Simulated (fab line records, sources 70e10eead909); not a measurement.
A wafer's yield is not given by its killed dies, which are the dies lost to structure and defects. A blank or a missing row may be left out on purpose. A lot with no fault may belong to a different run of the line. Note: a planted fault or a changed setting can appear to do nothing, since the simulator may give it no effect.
What tool caused it?	flow nand harc	Sampling: 23 lots, 69 wafers, 6 of 1302 route steps

WHAT EACH GAUGE READ, for each wafer
NHARC_A_CONTACT_CD_MEAS_69: target cd 300 nm. Usual: cd nm reads 300.1 nm (standard deviation 0.71).
lot	measured	on	cd nm (nm)	flag
L075	day 22 10:30	cd sem-01	299.1 299.8 299.9	
L074	day 22 12:05	cd sem-02	299.0 299.8 299.8	
L076	day 23 05:59	cd sem-02	299.1 300.1 300.3	
L078	day 23 20:26	cd sem-03	299.7 300.3 299.5	
L077	day 23 23:36	cd sem-01	299.7 300.5 300.5	
L079	day 24 09:57	cd sem-02	299.2 299.5 298.4	
L081	day 24 13:26	cd sem-01	300.1 300.7 300.4	
L080	day 24 14:48	cd sem-01	300.5 300.8 300.1	
L082	day 24 23:33	cd sem-03	301.4 300.7 300.3	
L083	day 25 15:42	cd sem-01	299.0 300.2 299.3	
L084	day 26 04:26	cd sem-01	299.8 300.7 300.7	
L085	day 26 18:59	cd sem-01	301.7 299.5 300.7	
L086	day 26 23:17	cd sem-02	299.2 300.1 300.5	
L088	day 27 14:40	cd sem-03	300.0 299.6 299.7	
L087	day 27 16:42	cd sem-02	300.6 299.4 300.6	
L089	day 27 22:15	cd sem-03	299.6 299.9 300.5	
L091	day 28 07:17	cd sem-01	299.9 298.6 299.5	
L090	day 28 08:57	cd sem-02	300.9 301.0 300.3	
L093	day 29 18:42	cd sem-02	302.3 301.9 300.3	
L092	day 30 02:48	cd sem-01	300.0 299.7 300.3	
L094	day 30 08:12	cd sem-03	299.2 299.1 299.7	
L097	day 30 23:14	cd sem-03	299.7 300.1 299.0	
L095	day 30 23:32	cd sem-03	300.2 299.4 300.5	

NHARC_A_M0_INSPECT_11. Usual: raw defect count reads 79 (standard deviation 38).
lot	measured	on	raw defect count	flag
L075	day 23 05:07	defect inspect-02	79 64 76	
L074	day 23 08:04	defect inspect-01	62 59 58	
L076	day 24 01:46	defect inspect-02	30 23 23	
L078	day 24 18:42	defect inspect-01	26 37 28	
L077	day 25 03:10	defect inspect-01	176 140 135	
L079	day 25 07:22	defect inspect-02	33 33 26	
L081	day 25 09:27	defect inspect-02	73 66 49	
L080	day 25 12:26	defect inspect-02	109 112 121	
L082	day 25 18:46	defect inspect-02	118 136 133	
L083	day 26 09:59	defect inspect-01	40 38 45	
L084	day 27 00:46	defect inspect-02	79 87 64	
L085	day 27 17:22	defect inspect-02	42 43 45	
L086	day 27 18:47	defect inspect-01	107 93 89	
L088	day 28 12:53	defect inspect-02	139 152 162	
L087	day 28 14:37	defect inspect-01	72 56 53	
L089	day 28 20:03	defect inspect-01	96 90 108	
L091	day 29 01:37	defect inspect-01	109 133 114	
L090	day 29 03:13	defect inspect-02	60 61 70	
L093	day 30 13:07	defect inspect-02	70 69 79	
L092	day 30 22:31	defect inspect-01	121 136 118	
L094	day 31 05:49	defect inspect-02	99 95 87	
L097	day 31 17:58	defect inspect-01	117 102 95	
L095	day 31 19:13	defect inspect-01	40 24 26	

WHAT TOOL EACH LOT RAN ON (gives the tool, then ch and the chambers of the sampled wafers, and finally the start)
lot	NHARC_A_CONTACT_DESCUM_74	NHARC_A_CONTACT_ETCH_77	NHARC_A_CONTACT_ETCH_98	NHARC_A_BLC_ETCH_16
L075	rie diel-02 ch 0,2, day 22 10:42	rie diel-02 ch 2,3, day 23 01:14 or earlier	rie diel-06 ch 1,2, day 23 01:14 or earlier	rie diel-03 ch 1,2,3, day 23 01:14
L074	rie diel-01 ch 0,1, day 22 12:17	rie diel-01 ch 0,3, day 23 04:09 or earlier	rie diel-06 ch 0,1,3, day 23 04:09 or earlier	rie diel-10 ch 1,2,3, day 23 04:09
L076	rie diel-02 ch 0,1,2, day 23 06:10	rie diel-02 ch 0,1,2, day 23 18:19 or earlier	rie diel-02 ch 0,1,2, day 23 18:19	rie diel-10 ch 0,1,3, day 23 21:45
L078	rie diel-02 ch 0,1,2, day 23 20:37	rie diel-02 ch 0,1,3, day 24 14:39 or earlier	rie diel-02 ch 1,2, day 24 14:39 or earlier	rie diel-10 ch 0,1,3, day 24 14:39
L077	rie diel-06 ch 0,3, day 23 23:47	rie diel-06 ch 0,1,2, day 24 22:47 or earlier	rie diel-06 ch 2,3, day 24 22:47 or earlier	rie diel-04 ch 0,1,3, day 24 22:47
L079	rie diel-02 ch 0,1, day 24 10:10	rie diel-02 ch 0,2,3, day 25 03:00 or earlier	rie diel-06 ch 0,1,3, day 25 03:00 or earlier	rie diel-10 ch 2,3, day 25 03:00
L081	rie diel-06 ch 0,1,2, day 24 13:37	rie diel-06 ch 0,1,3, day 25 05:05 or earlier	rie diel-06 ch 1,3, day 25 05:05 or earlier	rie diel-10 ch 0,3, day 25 05:05
L080	rie diel-02 ch 0,2,3, day 24 14:59	rie diel-02 ch 1,2,3, day 25 08:25 or earlier	rie diel-02 ch 0,3, day 25 08:25 or earlier	rie diel-10 ch 0,3, day 25 08:25
L082	rie diel-01 ch 1,3, day 24 23:44	rie diel-01 ch 0,1, day 25 14:34 or earlier	rie diel-02 ch 2,3, day 25 14:34 or earlier	rie diel-10 ch 1,2, day 25 14:34
L083	rie diel-02 ch 1,2, day 25 15:53	rie diel-02 ch 1,2,3, day 26 06:12 or earlier	rie diel-02 ch 1,2,3, day 26 06:12 or earlier	rie diel-10 ch 0,2,3, day 26 06:12
L084	rie diel-01 ch 0,1,3, day 26 04:38	rie diel-01 ch 0,2,3, day 26 20:49 or earlier	rie diel-06 ch 1,2,3, day 26 20:49 or earlier	rie diel-10 ch 2,3, day 26 20:49
L085	rie diel-06 ch 0,1,3, day 26 19:10	rie diel-06 ch 1,2, day 27 12:46 or earlier	rie diel-06 ch 0,1, day 27 12:46 or earlier	rie diel-10 ch 1,2, day 27 12:46
L086	rie diel-06 ch 1,3, day 26 23:28	rie diel-06 ch 0,2, day 27 14:35 or earlier	rie diel-01 ch 0,1,2, day 27 14:35 or earlier	rie diel-10 ch 1,2, day 27 14:35
L088	rie diel-02 ch 0,1,3, day 27 14:52	rie diel-02 ch 0,2,3, day 28 08:57 or earlier	rie diel-06 ch 0,2,3, day 28 08:57 or earlier	rie diel-10 ch 0,1,2, day 28 08:57
L087	rie diel-02 ch 0,1,3, day 27 16:53	rie diel-02 ch 0,1,3, day 28 10:41 or earlier	rie diel-02 ch 0,1,2, day 28 10:41 or earlier	rie diel-04 ch 0,2,3, day 28 10:41
L089	rie diel-06 ch 0,2,3, day 27 22:26	rie diel-06 ch 0,1,3, day 28 16:10 or earlier	rie diel-06 ch 0,2,3, day 28 16:10 or earlier	rie diel-03 ch 0,1,2, day 28 16:10
L091	rie diel-02 ch 2,3, day 28 07:28	rie diel-02 ch 0,1, day 28 21:41 or earlier	rie diel-02 ch 0,1,3, day 28 21:41 or earlier	rie diel-10 ch 0,1,3, day 28 21:41
L090	rie diel-01 ch 0,1,3, day 28 09:08	rie diel-01 ch 0,1,3, day 28 23:20 or earlier	rie diel-02 ch 1,2,3, day 28 23:20 or earlier	rie diel-03 ch 1,2,3, day 28 23:20
L093	rie diel-06 ch 0,2,3, day 29 18:53	rie diel-06 ch 1,2,3, day 30 09:08 or earlier	rie diel-02 ch 0,2, day 30 09:08 or earlier	rie diel-03 ch 0,3, day 30 09:08
L092	rie diel-02 ch 2,3, day 30 02:59	rie diel-02 ch 1,2,3, day 30 18:11 or earlier	rie diel-06 ch 0,3, day 30 18:11 or earlier	rie diel-10 ch 0,2,3, day 30 18:11
L094	rie diel-01 ch 0,1,3, day 30 08:23	rie diel-01 ch 0,1,2, day 31 01:46 or earlier	rie diel-02 ch 0,1,3, day 31 01:46 or earlier	rie diel-03 ch 0,2,3, day 31 01:46
L097	rie diel-02 ch 0,1, day 30 23:26	rie diel-02 ch 1,3, day 31 14:05 or earlier	rie diel-02 ch 1,2, day 31 14:05 or earlier	rie diel-10 ch 0,1,2, day 31 14:05
L095	rie diel-01 ch 0,1,2, day 30 23:49	rie diel-01 ch 0,1,2, day 31 15:08 or earlier	rie diel-02 ch 2,3, day 31 15:08 or earlier	rie diel-10 ch 1,2, day 31 15:08
- NHARC_A_CONTACT_DESCUM_74: chemistry O2, time 3 s.
- NHARC_A_CONTACT_ETCH_77: etches the open film in CF4/CHF3, target depth 108.9 nm, time 54.5 s.
- NHARC_A_CONTACT_ETCH_98: etches the open film in C4F6/O2, target depth 20 nm, time 10 s.
- NHARC_A_BLC_ETCH_16: etches the open film in CF4, target depth 39 nm, time 65 s.

WHAT THE TOOLS THEMSELVES READ (means of the sampled wafers that have a number; where no wafer has one, the mark that the record gives instead)
NHARC_A_CONTACT_DESCUM_74. Usual: drypump motor current A 5.8 A, standard deviation 0.41; oes product au 0.994 a.u., standard deviation 0.012; rf vpp V 57.7 V, standard deviation 0.95; showerhead plenum p Torr 1.89 Torr, standard deviation 0.1; throttle valve pct 11.311 %, standard deviation 0.0087.
lot	tool	drypump motor current A (A)	oes product au (a.u.)	rf vpp V (V)	showerhead plenum p Torr (Torr)	throttle valve pct (%)	flag
L075	rie diel-02	5.9	1.001	57.6	1.86	11.308	
L074	rie diel-01	5.9	0.975	58.4	1.93	11.310	
L076	rie diel-02	5.8	0.990	57.6	1.87	11.310	
L078	rie diel-02	5.8	1.007	57.8	1.86	11.311	
L077	rie diel-06	5.8	1.006	57.7	1.96	11.307	
L079	rie diel-02	5.8	0.996	57.2	1.87	11.308	
L081	rie diel-06	5.9	0.999	59.0	2.01	11.323	
L080	rie diel-02	5.9	0.994	56.9	1.86	11.304	
L082	rie diel-01	6.0	0.980	56.8	1.90	11.312	
L083	rie diel-02	5.8	1.001	56.6	1.78	11.309	
L084	rie diel-01	5.6	0.985	57.3	1.87	11.314	
L085	rie diel-06	6.2	1.002	58.2	1.97	11.313	
L086	rie diel-06	6.3	1.008	57.2	1.97	11.315	
L088	rie diel-02	5.9	0.999	57.8	1.86	11.310	
L087	rie diel-02	5.9	0.989	58.0	1.86	11.308	
L089	rie diel-06	5.7	0.989	57.1	1.98	11.318	
L091	rie diel-02	5.8	0.994	57.6	1.78	11.308	
L090	rie diel-01	5.5	0.991	58.1	1.86	11.316	
L093	rie diel-06	5.7	0.989	57.7	1.97	11.312	
L092	rie diel-02	5.9	0.982	57.9	1.78	11.314	
L094	rie diel-01	5.5	0.986	58.8	1.86	11.319	
L097	rie diel-02	5.8	0.996	57.5	1.86	11.309	
L095	rie diel-01	5.7	0.993	57.9	1.86	11.311	

NHARC_A_CONTACT_ETCH_77. Usual: chf3 flow sccm 30.00 sccm, standard deviation 0.09; drypump motor current A 5.8 A, standard deviation 0.43; oes product au 0.935 a.u., standard deviation 0.025; rf vpp V 369.9 V, standard deviation 2.8; showerhead plenum p Torr 1.55 Torr, standard deviation 0.082; throttle valve pct 16.801 %, standard deviation 0.0082.
lot	tool	chf3 flow sccm (sccm)	drypump motor current A (A)	oes product au (a.u.)	rf vpp V (V)	showerhead plenum p Torr (Torr)	throttle valve pct (%)	flag
L075	rie diel-02	29.98	5.9	0.965	367.8	1.48	16.793	
L074	rie diel-01	30.06	5.1	0.923	369.1	1.53	16.803	
L076	rie diel-02	29.94	5.8	0.960	369.3	1.54	16.801	
L078	rie diel-02	29.91	5.8	0.969	370.5	1.54	16.801	
L077	rie diel-06	29.94	5.9	0.916	373.0	1.65	16.805	
L079	rie diel-02	29.95	5.9	0.917	369.3	1.53	16.803	
L081	rie diel-06	29.96	6.1	0.976	372.4	1.63	16.800	
L080	rie diel-02	29.93	5.8	0.970	367.2	1.47	16.801	
L082	rie diel-01	30.01	5.9	0.944	370.4	1.58	16.805	
L083	rie diel-02	30.10	5.8	0.956	367.0	1.47	16.791	
L084	rie diel-01	30.03	5.3	0.970	368.1	1.51	16.806	
L085	rie diel-06	30.05	5.8	0.912	374.2	1.67	16.806	
L086	rie diel-06	29.93	5.6	0.908	373.2	1.63	16.807	
L088	rie diel-02	30.16	5.9	0.915	368.8	1.53	16.797	
L087	rie diel-02	29.95	5.9	0.919	368.7	1.54	16.801	
L089	rie diel-06	29.95	6.2	0.917	371.9	1.62	16.799	
L091	rie diel-02	30.01	5.9	0.925	370.3	1.60	16.806	
L090	rie diel-01	30.03	5.5	0.921	369.3	1.53	16.802	
L093	rie diel-06	30.06	6.0	0.910	373.1	1.64	16.794	
L092	rie diel-02	30.01	5.8	0.946	367.0	1.47	16.801	
L094	rie diel-01	29.88	5.7	0.924	369.6	1.54	16.800	
L097	rie diel-02	30.07	5.7	0.926	366.3	1.47	16.800	
L095	rie diel-01	30.02	5.7	0.923	369.8	1.54	16.801	

NHARC_A_CONTACT_ETCH_98. Usual: drypump motor current A 5.9 A, standard deviation 0.4; oes product au 0.955 a.u., standard deviation 0.022; rf vpp V 546 V, standard deviation 4.3; showerhead plenum p Torr 3.90 Torr, standard deviation 0.21; throttle valve pct 26.903 %, standard deviation 0.0089.
lot	tool	drypump motor current A (A)	oes product au (a.u.)	rf vpp V (V)	showerhead plenum p Torr (Torr)	throttle valve pct (%)	flag
L075	rie diel-06	5.8	0.962	552	4.18	26.908	
L074	rie diel-06	6.2	0.944	549	4.05	26.893	
L076	rie diel-02	5.8	0.947	545	3.83	26.902	
L078	rie diel-02	5.7	0.975	542	3.68	26.899	
L077	rie diel-06	5.5	0.955	551	4.12	26.906	
L079	rie diel-06	6.2	0.949	549	4.04	26.907	
L081	rie diel-06	6.5	0.956	550	4.09	26.908	
L080	rie diel-02	6.0	0.996	548	3.99	26.912	
L082	rie diel-02	5.9	0.947	542	3.68	26.906	
L083	rie diel-02	5.8	0.944	543	3.68	26.898	
L084	rie diel-06	6.0	0.940	550	4.09	26.904	
L085	rie diel-06	6.1	0.938	549	4.04	26.897	
L086	rie diel-01	5.7	1.000	545	3.85	26.902	
L088	rie diel-06	5.7	0.964	549	4.04	26.907	
L087	rie diel-02	5.8	0.944	544	3.82	26.908	
L089	rie diel-06	5.7	0.943	549	4.04	26.911	
L091	rie diel-02	5.9	0.932	545	3.83	26.904	
L090	rie diel-02	5.8	0.942	541	3.67	26.894	
L093	rie diel-02	5.9	0.952	544	3.81	26.898	
L092	rie diel-06	5.9	1.010	548	3.97	26.904	
L094	rie diel-02	5.9	0.936	544	3.82	26.910	
L097	rie diel-02	5.8	0.961	542	3.65	26.894	
L095	rie diel-02	5.9	0.926	541	3.67	26.903	

NHARC_A_BLC_ETCH_16. Usual: drypump motor current A 5.8 A, standard deviation 0.32; oes product au 1.003 a.u., standard deviation 0.015; rf vpp V 151.6 V, standard deviation 1.1; showerhead plenum p Torr 1.79 Torr, standard deviation 0.07; throttle valve pct 13.284 %, standard deviation 0.0091.
lot	tool	drypump motor current A (A)	oes product au (a.u.)	rf vpp V (V)	showerhead plenum p Torr (Torr)	throttle valve pct (%)	flag
L075	rie diel-03	5.9	0.990	152.0	1.77	13.275	
L074	rie diel-10	5.7	1.014	151.7	1.82	13.290	
L076	rie diel-10	5.8	1.015	152.5	1.81	13.276	
L078	rie diel-10	5.8	1.011	152.1	1.81	13.278	
L077	rie diel-04	5.9	1.005	150.7	1.76	13.284	
L079	rie diel-10	5.9	1.013	150.9	1.78	13.280	
L081	rie diel-10	6.0	1.008	152.0	1.76	13.290	
L080	rie diel-10	6.0	1.018	151.2	1.76	13.277	
L082	rie diel-10	5.7	1.000	151.8	1.78	13.286	
L083	rie diel-10	6.0	1.016	151.7	1.77	13.287	
L084	rie diel-10	5.9	1.017	151.2	1.78	13.281	
L085	rie diel-10	5.8	1.009	151.2	1.78	13.289	
L086	rie diel-10	5.6	0.992	152.3	1.83	13.282	
L088	rie diel-10	5.8	0.995	151.2	1.77	13.285	
L087	rie diel-04	5.9	0.987	151.7	1.83	13.292	
L089	rie diel-03	6.1	0.995	150.8	1.77	13.294	
L091	rie diel-10	5.8	1.000	151.8	1.81	13.278	
L090	rie diel-03	6.0	0.994	151.1	1.77	13.288	
L093	rie diel-03	5.5	1.011	152.3	1.82	13.282	
L092	rie diel-10	6.0	1.011	151.6	1.76	13.292	
L094	rie diel-03	5.9	0.988	150.5	1.80	13.290	
L097	rie diel-10	5.8	1.001	151.3	1.77	13.280	
L095	rie diel-10	5.7	1.011	151.8	1.78	13.295	

THE ANSWER, worked out from the rows above alone
Rule: lot off if the mean of its wafers having a number is beyond 3 standard deviations from the usual mean. A lot without any number at a reading at which 4 lots or more have one is off too. The other lots that the step has rows for count as sound. After the gauges, taken in route order, come the tools' own readings; for these a lot's mean is taken, as printed above. The first step at which some lot is off is used, and at that step the reading that is off furthest; a lot without a number counts as furthest.
Across all readings shown, no lot is off: no conclusion can be drawn from this.

WHAT THE SIMULATOR PUT IN
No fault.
